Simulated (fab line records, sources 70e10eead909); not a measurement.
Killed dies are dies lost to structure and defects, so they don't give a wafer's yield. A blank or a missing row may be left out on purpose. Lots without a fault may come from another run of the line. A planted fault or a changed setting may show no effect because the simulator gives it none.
fab line records | flow nand_harc
record lots=6 wafers=18 last_day=33
route steps=1302 shown P_GATE@126
lots that met no fault: from a run of the same line without faults
start_h: hours from the record's first day to the start of the lot's first wafer shown | wait_h: hours since the lot's step before | " the same as in the row above | L1.1+2: a row that stands for several wafers | - no value, or no start given | * or withheld: withheld | < > ~ a bound
route shown NAME@n: a module of which the file shows steps, and the number in the route of the first | usual: mean/standard deviation of fault-free wafers | same: alike in all rows | chamber/n: place in a boat | sites: the reading at each site | _std_site: their standard deviation | _edge_site: outer sites' mean less inner sites' | radius_mm: how far each site lies from the wafer's centre | mask NAME#n: copy n | behind: the tool/chamber that last shaped the wafer | hold: why the lot was held/for how many hours/how that ended | device: the transistor (n, p or np) that didn't switch | end of line: the same wafers' tests at the end of the route | a step without rows: its recipe alone | killed: dies lost to structure and defects at the first sort, not the wafer's yield | map: a wafer's dies, x killed, . not, _ none there
set.NAME: the setting as run; set.NAME@STEP: as run at that earlier step | model.NAME: the simulator's own value behind a step, which no gauge read
lots at some steps of the route; a table a step, a row a wafer
services: from which hour (start_h, from the record's first day; less than 0 if before it) a tool's chamber was out of use, for how many hours, and why
## steps
# step NHARC_P_GATE_STRIP_15
# recipe time_s=780 temp_c=130 chemistry=SPM
# step NHARC_P_GATE_PRECLEAN_71
# recipe time_s=* temp_c=50 bath_age_min=0 chemistry=SC1
# step NHARC_P_GATE_SRD_72
# step NHARC_P_GATE_OXIDE_16
# recipe target_thk_a=30 temp_c=875 ox_time_s=392 material=SiO2
# step NHARC_P_GATE_CVD_17
# recipe target_thk_a=1500 temp_c=620 time_s=900 material=poly-Si
# step NHARC_P_GATE_HM_DEP_102
# recipe target_thk_a=1200 temp_c=400 material=aC
# step NHARC_P_GATE_DEP_103
# recipe target_thk_a=300 target_thk_nm=30 temp_c=400 flow_sccm=200 rf_w=350 material=SiON
# usual heater_power_w=724/71
# columns lot.wafer tool chamber start_h wait_h heater_power_w
L848.1 pecvd-02 1 123.49 0.6 729
L848.3 " 2 " " 780
L848.6 " 1 " " 726
L850.6 pecvd-03 2 143.07 0.1 650
L850.5 " 0 " " 793
L850.4 " 1 " " 720
L861.3 pecvd-01 0 255.88 0.3 807
L861.5 " 0 " " 815
L861.4 " 2 " " 750
L862.3 pecvd-03 2 265.57 0.3 684
L862.4 " 0 " " 778
L862.5 " 1 " " 715
L867.2 pecvd-02 0 315.57 0.5 629
L867.4 " 2 " " 752
L867.5 " 0 " " 624
L868.1 pecvd-03 2 324.01 0.6 699
L868.2 " 1 " " 693
L868.5 " 1 " " 686
# step NHARC_P_GATE_DEHYDRATE_18
# recipe temp_c=150 time_s=120
# step NHARC_P_GATE_HMDS_19
# recipe time_s=30
# step NHARC_P_GATE_COAT_20
# recipe spin_rpm=1500 resist_thk_nm=90
# step NHARC_P_GATE_SOFTBAKE_21
# recipe temp_c=105 time_s=55
# step NHARC_P_GATE_EBR_22
# step NHARC_P_GATE_EXPOSE_23
# recipe na=1.35 target_cd_nm=120 dose_mj=93.91 mask_id=P_GATE
# usual exposure_dose_mJ_cm2=93.88/0.084 stage_vel_mm_s=499.98/0.23
# columns lot.wafer tool chamber start_h wait_h mask exposure_dose_mJ_cm2 stage_vel_mm_s
L848.1 arfi_scanner-02 0 123.91 - P_GATE#0 93.80 500.22
L848.3 " 0 " " P_GATE#0 93.75 500.15
L848.6 " 0 " " P_GATE#0 93.75 499.98
L850.4 arfi_scanner-03 0 143.54 - P_GATE#0 93.89 499.95
L850.5 " 0 " " P_GATE#0 93.82 499.85
L850.6 " 0 " " P_GATE#0 93.83 500.09
L861.3 arfi_scanner-02 0 256.30 - P_GATE#0 68.45 499.64
L861.4 " 0 " " P_GATE#0 68.52 499.83
L861.5 " 0 " " P_GATE#0 68.49 499.58
L862.3 arfi_scanner-02 0 266.12 - P_GATE#0 68.29 499.65
L862.4 " 0 " " P_GATE#0 68.35 499.40
L862.5 " 0 " " P_GATE#0 68.21 499.90
L867.2 arfi_scanner-01 0 315.96 - P_GATE#0 93.83 499.64
L867.4 " 0 " " P_GATE#0 93.87 500.17
L867.5 " 0 " " P_GATE#0 93.92 499.91
L868.1 arfi_scanner-01 0 324.42 - P_GATE#0 93.99 499.77
L868.2 " 0 " " P_GATE#0 93.87 499.75
L868.5 " 0 " " P_GATE#0 94.03 499.89
# step NHARC_P_GATE_PEB_24
# recipe peb_temp_c=100 peb_time_s=65
# step NHARC_P_GATE_DEVELOP_25
# recipe develop_time_s=35 dev_temp_c=23
# step NHARC_P_GATE_CD_MEAS_26
# recipe target_cd_nm=120 landing_energy_ev=500
# usual cd_nm=120.0/0.55
# columns lot.wafer tool chamber start_h wait_h cd_nm
L848.1 cd_sem-01 0 124.05 - 120.0
L848.3 " 0 " " 119.3
L848.6 " 0 " " 119.1
L850.4 cd_sem-03 0 143.67 - 120.3
L850.5 " 0 " " 119.6
L850.6 " 0 " " 119.5
L861.3 cd_sem-03 0 256.44 - 139.2
L861.4 " 0 " " 138.9
L861.5 " 0 " " 139.6
L862.3 cd_sem-03 0 266.26 - 138.7
L862.4 " 0 " " 139.6
L862.5 " 0 " " 139.0
L867.2 cd_sem-02 0 316.10 - 120.4
L867.4 " 0 " " 120.7
L867.5 " 0 " " 120.4
L868.1 cd_sem-03 0 324.56 - 119.3
L868.2 " 0 " " 119.6
L868.5 " 0 " " 120.2
# step NHARC_P_GATE_OVL_MEAS_27
# usual overlay_x_nm=-0.1/0.83 overlay_y_nm=-0.1/0.75
# columns lot.wafer tool chamber start_h wait_h overlay_x_nm overlay_y_nm
L848.1 overlay-02 - 124.14 - 1.3 -0.3
L848.3 " - " " 0.3 -0.5
L848.6 " - " " 0.9 -0.8
L850.4 overlay-01 - 143.75 - -0.3 -1.0
L850.5 " - " " 0.1 -1.0
L850.6 " - " " 0.5 -1.6
L861.3 overlay-01 - 256.52 - 2.1 -0.7
L861.4 " - " " 1.3 0.0
L861.5 " - " " 1.3 0.0
L862.3 overlay-02 - 266.34 - -0.2 0.0
L862.4 " - " " 0.2 -0.1
L862.5 " - " " 0.4 0.2
L867.2 overlay-02 - 316.18 - 1.1 0.1
L867.4 " - " " 0.8 -0.4
L867.5 " - " " 1.3 0.2
L868.1 overlay-02 - 324.65 - -0.1 1.1
L868.2 " - " " -0.2 1.0
L868.5 " - " " -0.6 1.5
# step NHARC_P_GATE_INSPECT_28
# usual raw_defect_count=6/3.1
# columns lot.wafer tool chamber start_h wait_h raw_defect_count
L848.1 defect_inspect-02 - 124.17 0.0 7
L848.3 " - " " 7
L848.6 " - " " 7
L850.4 defect_inspect-02 - 143.79 0.0 8
L850.5 " - " " 11
L850.6 " - " " 7
L861.3 defect_inspect-02 - 256.56 0.0 2
L861.4 " - " " 3
L861.5 " - " " 4
L862.3 defect_inspect-01 - 266.38 0.0 2
L862.4 " - " " 6
L862.5 " - " " 7
L867.2 defect_inspect-01 - 316.22 0.0 8
L867.4 " - " " 8
L867.5 " - " " 8
L868.1 defect_inspect-01 - 324.68 0.0 8
L868.2 " - " " 6
L868.5 " - " " 11
# step NHARC_P_GATE_DESCUM_31
# recipe time_s=3 o2_flow_sccm=200 ar_flow_sccm=0 bias_power_w=0 chemistry=O2
# usual drypump_motor_current_A=5.6/0.42 oes_product_au=1.000/0.0098 rf_vpp_V=57.8/0.88 showerhead_plenum_p_Torr=1.93/0.087 throttle_valve_pct=11.311/0.0093
# columns lot.wafer tool chamber start_h wait_h drypump_motor_current_A oes_product_au rf_hours_counter_h rf_vpp_V showerhead_plenum_p_Torr throttle_valve_pct model.P_GATE.cd_nm
L848.1 rie_diel-11 0 124.23 0.1 5.7 1.005 3 57.0 1.99 11.313 119.9
L848.3 " 2 " " 6.3 0.990 3 58.0 1.85 11.324 120
L848.6 " 1 " " 5.4 1.006 - 56.5 2.06 11.317 119.7
L850.4 rie_diel-07 3 143.85 0.1 5.7 0.997 1 57.5 1.84 11.333 119.6
L850.5 " 3 " " 5.7 0.996 - 57.7 1.84 11.318 119.5
L850.6 " 0 " " 5.6 1.005 - 57.2 1.84 11.312 119.2
L861.3 rie_diel-07 0 256.63 0.1 5.6 1.003 7 58.4 1.84 11.310 139
L861.4 " 2 " " 5.3 0.995 7 56.5 1.80 11.307 138.8
L861.5 " 0 " " 5.6 1.011 - 56.8 1.84 11.330 139.1
L862.3 rie_diel-06 1 266.46 0.1 5.7 0.985 6 57.2 1.84 11.322 139
L862.4 " 2 " " 4.6 1.005 8 58.0 2.03 11.320 138.8
L862.5 " 3 " " 6.1 1.002 - 58.8 1.99 11.316 138.7
L867.2 rie_diel-06 0 316.28 0.1 6.1 0.973 0 59.1 2.04 11.322 120.8
L867.4 " 2 " " 4.6 0.993 0 58.2 2.03 11.300 120.8
L867.5 " 0 " " 6.1 0.983 - 58.4 2.04 11.304 120.8
L868.1 rie_diel-06 2 324.75 0.1 4.6 0.983 0 58.3 2.03 11.312 119.5
L868.2 " 1 " " 5.7 0.984 0 58.9 1.84 11.312 119.5
L868.5 " 3 " " 6.1 0.986 - 58.8 1.99 11.297 120
# step NHARC_P_GATE_ETCH_104
# recipe target_depth_a=600 time_s=withheld cf4_flow_sccm=100 chf3_flow_sccm=30 ar_flow_sccm=0 rf_w=500 bias_w=200 chemistry=CF4/CHF3
# usual drypump_motor_current_A=5.6/0.43 oes_product_au=0.952/0.02 rf_vpp_V=370.8/2.6 showerhead_plenum_p_Torr=1.58/0.07 throttle_valve_pct=16.802/0.0084
# columns lot.wafer tool chamber start_h wait_h drypump_motor_current_A oes_product_au rf_vpp_V showerhead_plenum_p_Torr throttle_valve_pct
L848.1 rie_diel-11 1 124.32 0.1 5.4 0.942 373.7 1.68 16.810
L848.3 " 3 " " 5.4 0.918 370.8 1.57 16.800
L848.6 " 0 " " 5.7 0.934 373.1 1.64 16.797
L850.4 rie_diel-07 3 143.94 0.1 5.7 0.968 366.9 1.51 16.815
L850.6 " 1 " " 5.1 0.993 370.2 1.57 16.788
L850.5 " 2 " " 5.3 0.978 367.9 1.49 16.795
L861.3 rie_diel-07 3 256.71 0.1 5.7 0.953 369.1 1.51 16.819
L861.4 " 1 " " 5.1 0.975 369.9 1.57 16.792
L861.5 " 2 " " 5.3 0.962 367.9 1.49 16.799
L862.3 rie_diel-06 3 266.52 0.1 6.1 0.952 373.4 1.63 16.798
L862.4 " 1 " " 5.7 0.959 369.5 1.52 16.816
L862.5 " 0 " " 6.1 0.942 372.7 1.68 16.799
L867.2 rie_diel-06 1 316.36 0.1 5.7 0.955 369.3 1.52 16.799
L867.4 " 3 " " 6.1 0.971 372.2 1.63 16.790
L867.5 " 2 " " 4.6 0.969 372.5 1.66 16.793
L868.2 rie_diel-06 1 324.84 0.1 5.6 0.960 368.5 1.52 16.801
L868.1 " 2 " " 4.6 0.956 372.4 1.66 16.811
L868.5 " 3 " " 6.1 0.960 371.4 1.63 16.803
# step NHARC_P_GATE_HM_OPEN_105
# recipe target_depth_a=3600 o2_flow_sccm=400 cos_flow_sccm=20 ar_flow_sccm=0 rf_w=500 bias_w=300 chemistry=O2/COS
# usual drypump_motor_current_A=5.6/0.43 oes_product_au=0.999/0.0099 rf_vpp_V=467.7/3 showerhead_plenum_p_Torr=3.14/0.14 throttle_valve_pct=28.329/0.0089
# columns lot.wafer tool chamber start_h wait_h drypump_motor_current_A oes_product_au rf_hours_counter_h rf_vpp_V showerhead_plenum_p_Torr throttle_valve_pct
L848.3 rie_diel-11 0 - - 5.7 1.012 3 469.4 3.25 28.332
L848.1 " 1 " " 5.4 1.019 3 471.4 3.34 28.333
L848.6 " 3 " " 5.4 0.997 - 466.3 3.12 28.319
L850.4 rie_diel-07 2 - - 5.4 0.980 2 463.9 2.95 28.333
L850.6 " 3 " " 5.7 0.997 - 464.4 3.00 28.327
L850.5 " 0 " " 5.6 1.002 - 463.8 3.00 28.321
L861.3 rie_diel-07 1 - - 5.1 0.996 7 466.6 3.12 28.321
L861.4 " 3 " " 5.7 1.004 6 463.3 3.00 28.321
L861.5 " 2 " " 5.4 0.990 - 464.0 2.95 28.319
L862.4 rie_diel-06 0 - - 6.1 0.987 7 470.8 3.32 28.312
L862.3 " 2 " " 4.6 1.001 8 470.4 3.30 28.354
L862.5 " 0 " " 6.1 0.981 - 472.6 3.32 28.335
L867.2 rie_diel-06 0 - - 6.1 0.974 0 472.1 3.32 28.324
L867.4 " 1 " " 5.7 0.985 0 463.9 3.01 28.321
L867.5 " 3 " " 6.1 0.990 - 469.8 3.24 28.312
L868.1 rie_diel-06 3 - - 6.1 1.006 0 469.5 3.24 28.331
L868.2 " 2 " " 4.6 0.991 0 471.5 3.30 28.335
L868.5 " 3 " " 6.1 0.982 - 469.8 3.24 28.333
# step NHARC_P_GATE_STRIP_106
# recipe o2_flow_sccm=400 cos_flow_sccm=20 ar_flow_sccm=0 bias_w=0 chemistry=O2/COS
# step NHARC_P_GATE_ETCH_114
# recipe target_depth_a=300 overetch_a=30 time_s=16.5 ion_energy_ev=100 cf4_flow_sccm=80 o2_flow_sccm=20 ar_flow_sccm=0 rf_w=300 bias_w=100 chemistry=CF4/O2
# usual drypump_motor_current_A=5.6/0.43 oes_f_703_au=1.000/0.0046 oes_product_au=0.999/0.0084 rf_vpp_V=197.9/1.4 showerhead_plenum_p_Torr=1.34/0.06 throttle_valve_pct=13.396/0.0095
# columns lot.wafer tool chamber start_h wait_h drypump_motor_current_A oes_f_703_au oes_product_au rf_hours_counter_h rf_vpp_V showerhead_plenum_p_Torr throttle_valve_pct
L848.1 rie_diel-11 2 - - 6.3 1.000 0.992 3 197.2 1.29 13.405
L848.3 " 0 " " 5.7 1.004 1.009 3 199.2 1.39 13.407
L848.6 " 2 " " 6.3 1.003 1.001 - 196.3 1.29 13.410
L850.4 rie_diel-07 2 - - 5.3 0.996 1.003 2 196.1 1.26 13.387
L850.6 " 2 " " 5.3 1.003 0.992 - 195.2 1.26 13.392
L850.5 " 3 " " 5.7 1.002 1.000 - 197.6 1.28 13.399
L861.4 rie_diel-07 3 - - 5.7 1.006 1.007 6 195.4 1.28 13.401
L861.3 " 0 " " 5.6 0.988 1.007 7 195.9 1.28 13.390
L861.5 " 3 " " 5.7 1.005 0.998 - 195.4 1.28 13.395
L862.4 rie_diel-06 0 - - 6.1 0.997 0.986 7 200.4 1.42 13.399
L862.3 " 3 " " 6.1 1.006 0.996 7 199.9 1.39 13.410
L862.5 " 0 " " 6.1 1.000 0.986 - 199.6 1.42 13.390
L867.2 rie_diel-06 3 - - 6.1 1.000 0.992 0 200.3 1.39 13.385
L867.4 " 0 " " 6.1 1.001 0.986 0 200.2 1.42 13.384
L867.5 " 2 " " 4.6 0.992 0.990 - 199.9 1.41 13.378
L868.1 rie_diel-06 3 - - 6.1 1.005 0.996 0 198.9 1.39 13.411
L868.2 " 1 " " 5.7 1.001 0.994 0 197.0 1.28 13.420
L868.5 " 3 " " 6.1 1.002 0.997 - 199.5 1.39 13.407
# step NHARC_P_GATE_ETCH_32
# recipe target_depth_a=1500 over_etch_frac=1 over_etch_ion_energy_ev=40 time_s=100.1 hbr_flow_sccm=150 cl2_flow_sccm=50 rf_w=400 icp_w=400 bias_w=100 chemistry=HBr/Cl2
# usual drypump_motor_current_A=5.8/0.52 oes_product_au=0.999/0.01 throttle_valve_pct=26.406/0.0089
# columns lot.wafer tool chamber start_h wait_h drypump_motor_current_A oes_product_au rf_hours_counter_h throttle_valve_pct model.P_GATE.cd_nm
L848.1 rie_si-03 3 124.71 - 6.2 0.992 0.4 26.416 120.4
L848.3 " 0 " " 5.6 1.001 0.4 26.393 120.2
L848.6 " 3 " " 6.2 0.974 - 26.406 119.1
L850.4 rie_si-01 1 144.34 - 6.2 1.010 0.6 26.414 117.4
L850.5 " 3 " " 6.5 1.005 - 26.402 119.8
L850.6 " 0 " " 5.2 0.996 - 26.385 121.1
L861.3 rie_si-02 3 257.08 - 6.0 1.003 1.0 26.412 138.4
L861.5 " 3 " " 6.0 1.004 - 26.409 141.5
L861.4 " 1 " " 4.7 0.987 - 26.392 140.5
L862.4 rie_si-02 3 266.91 - 6.0 1.006 1.1 26.405 139.8
L862.3 " 0 " " 5.7 0.999 1.1 26.392 138.3
L862.5 " 3 " " 6.0 1.010 - 26.407 136.3
L867.2 rie_si-02 1 316.74 - 4.7 0.996 0.2 26.391 123.1
L867.4 " 2 " " 6.3 1.003 0.3 26.415 120.6
L867.5 " 2 " " 6.3 0.998 - 26.405 117.4
L868.1 rie_si-03 1 325.24 - 5.8 1.015 0.6 26.412 112.9
L868.2 " 2 " " 6.2 1.006 0.6 26.402 117.4
L868.5 " 3 " " 6.2 1.015 - 26.425 116.5
# step NHARC_P_GATE_STRIP_108
# recipe o2_flow_sccm=500 ar_flow_sccm=0 bias_w=0 chemistry=O2
# usual drypump_motor_current_A=5.6/0.42 oes_product_au=0.999/0.0085 rf_vpp_V=57.7/0.95 showerhead_plenum_p_Torr=3.51/0.15 throttle_valve_pct=17.036/0.0092
# columns lot.wafer tool chamber start_h wait_h drypump_motor_current_A oes_product_au rf_hours_counter_h rf_vpp_V showerhead_plenum_p_Torr throttle_valve_pct
L848.3 rie_diel-11 2 124.87 - 6.3 0.994 3.1 57.2 3.43 17.028
L848.1 " 3 " " 5.5 0.989 3.3 57.4 3.52 17.041
L848.6 " 1 " " 5.4 1.020 - 57.4 3.77 17.046
L850.4 rie_diel-11 0 144.53 - 5.7 1.009 - 56.4 3.67 17.042
L850.5 " 2 " " 6.3 0.983 - 58.1 3.43 17.025
L850.6 " 3 " " 5.4 0.997 - 57.7 3.52 17.038
L861.4 rie_diel-07 3 257.27 - 5.7 0.998 6.2 55.7 3.39 17.022
L861.3 " 1 " " 5.1 1.004 7.3 57.3 3.52 17.054
L861.5 " 3 " " 5.8 0.992 - 56.8 3.39 17.030
L862.4 rie_diel-11 2 267.06 - 6.3 0.987 0.0 58.6 3.42 17.036
L862.3 " 1 " " 5.5 1.012 0.0 59.2 3.77 17.027
L862.5 " 2 " " 6.3 0.990 - 57.2 3.42 17.034
L867.4 rie_diel-07 1 316.92 - 5.1 0.999 1.2 57.9 3.52 17.033
L867.2 " 3 " " 5.7 1.012 0.2 58.2 3.39 17.043
L867.5 " 1 " " 5.1 0.994 - 56.2 3.52 17.046
L868.1 rie_diel-06 3 325.40 - 6.1 0.997 0.3 56.5 3.66 17.029
L868.2 " 0 " " 6.1 0.997 0.4 58.4 3.75 17.039
L868.5 " 1 " " 5.7 0.999 - 58.5 3.40 17.041
## services
# columns tool chamber start_h hours kind
rie_si-02 - 100.00 9.0 pm
rie_diel-11 1 115.04 3.4 repair
rie_diel-07 - 117.25 9.0 pm
rie_diel-06 - 130.20 9.0 pm
rie_diel-11 1 141.06 6.7 repair
rie_diel-06 1 155.56 13.0 repair
rie_diel-06 2 159.63 4.4 repair
rie_diel-07 0 181.70 1.7 repair
rie_diel-06 3 190.50 11.0 repair
rie_diel-06 1 190.71 27.0 repair
rie_diel-07 1 201.64 3.6 repair
rie_diel-06 0 245.15 13.6 repair
rie_diel-11 - 255.67 9.0 pm
rie_diel-06 - 256.25 1.1 repair
rie_diel-07 0 269.50 6.0 repair
rie_diel-06 0 287.07 7.5 repair
rie_diel-07 3 289.90 22.3 repair
rie_diel-07 0 293.56 9.5 repair
rie_diel-07 - 294.25 9.0 pm
rie_diel-06 2 294.48 15.5 repair
rie_diel-11 1 295.98 3.3 repair
rie_diel-06 - 307.20 9.0 pm
rie_diel-11 1 310.57 9.8 repair
rie_diel-11 - 318.92 5.0 repair
## key
first_sign step=NHARC_P_GATE_EXPOSE_23 reading=exposure_dose_mJ_cm2 direction=down sigmas=99+ usual=93.88 struck=68.38
effect step=NHARC_P_GATE_CD_MEAS_26 reading=cd_nm direction=up sigmas=35 usual=120.0 struck=139.2
model_effect step=NHARC_P_GATE_DESCUM_31 value=P_GATE.cd_nm without=120 struck=138.9
model_effect step=NHARC_P_GATE_ETCH_32 value=P_GATE.cd_nm without=120.2 struck=139.1
met_at NHARC_P_GATE_EXPOSE_23
struck_wafers L861.3,L861.4,L861.5,L862.3,L862.4,L862.5
sort_left_out L861.3,L861.4,L861.5,L862.3,L862.4,L862.5
tester_left_out L861,L862
onset_between 123.91 256.30
fault kind=process_parameter_drift tool=arfi_scanner-02 chamber=- onset_h=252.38 steps=NHARC_P_GATE_EXPOSE_23 channel=dose_mj offset=-25.494 shape=step acts_in=these_recipes_only stated=93.91
# tester_left_out: of these lots the tester's yield and bins aren't shown, on N5 and GAA mostly nor the transistor test; their killed dies are dies lost to structure and defects alone, not to doping, threshold or leakage, so they don't give the yield
# sort_left_out: the simulated sort isn't trusted on such a fault, so these wafers' sort isn't shown, and their yield isn't known
